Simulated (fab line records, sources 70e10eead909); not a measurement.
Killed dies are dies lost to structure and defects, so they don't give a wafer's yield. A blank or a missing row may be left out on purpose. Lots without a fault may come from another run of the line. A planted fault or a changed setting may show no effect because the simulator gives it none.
Chamber matching | flow nand_harc | NHARC_P_ZERO_WELL_DESCUM_39 on rie_diel-13: 4 sister chambers
The step chemistry O2, time 3 s. 4 wafers are shown with their chamber, then 7 later ones without.

WAFERS WITH THEIR CHAMBER
wafer  | chamber | showerhead_plenum_p_Torr (Torr)
L844.3 | 3       | 1.98
L848.6 | 2       | 1.94
L853.3 | 1       | 1.85
L853.4 | 0       | 2.02

WAFERS WITHOUT THEIR CHAMBER
wafer  | showerhead_plenum_p_Torr (Torr)
L853.6 | 1.93
L856.2 | 1.93
L856.3 | 2.02
L856.5 | 1.97
L865.1 | 1.96
L865.3 | 1.84
L865.6 | 1.92

WHICH CHAMBER EACH WENT THROUGH
wafer  | from the rows above     | in truth
L853.6 | 2                       | 2
L856.2 | 2                       | 2
L856.3 | 0                       | 0
L856.5 | can't be placed: 3 or 2 | 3
L865.1 | can't be placed: 2 or 3 | 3
L865.3 | 1                       | 1
L865.6 | 2                       | 2
Placed correctly: 5 of 7. Can't be placed from these rows: 2 (the true chamber is among the candidates in 2). Placed wrongly: 0.
How it was worked out, from the rows above alone: a wafer's distance from a chamber is the root of the sum, over the readings, of the square of ((its reading less the chamber's mean) divided by the reading's scatter). The wafer belongs to the nearest chamber; if the next one is less than 2 further off, it can't be placed. A chamber's mean is the mean of its shown wafers. The scatter: with one shown wafer a chamber, the root of the mean of the squares of how far each hidden wafer lies from its nearest shown one.
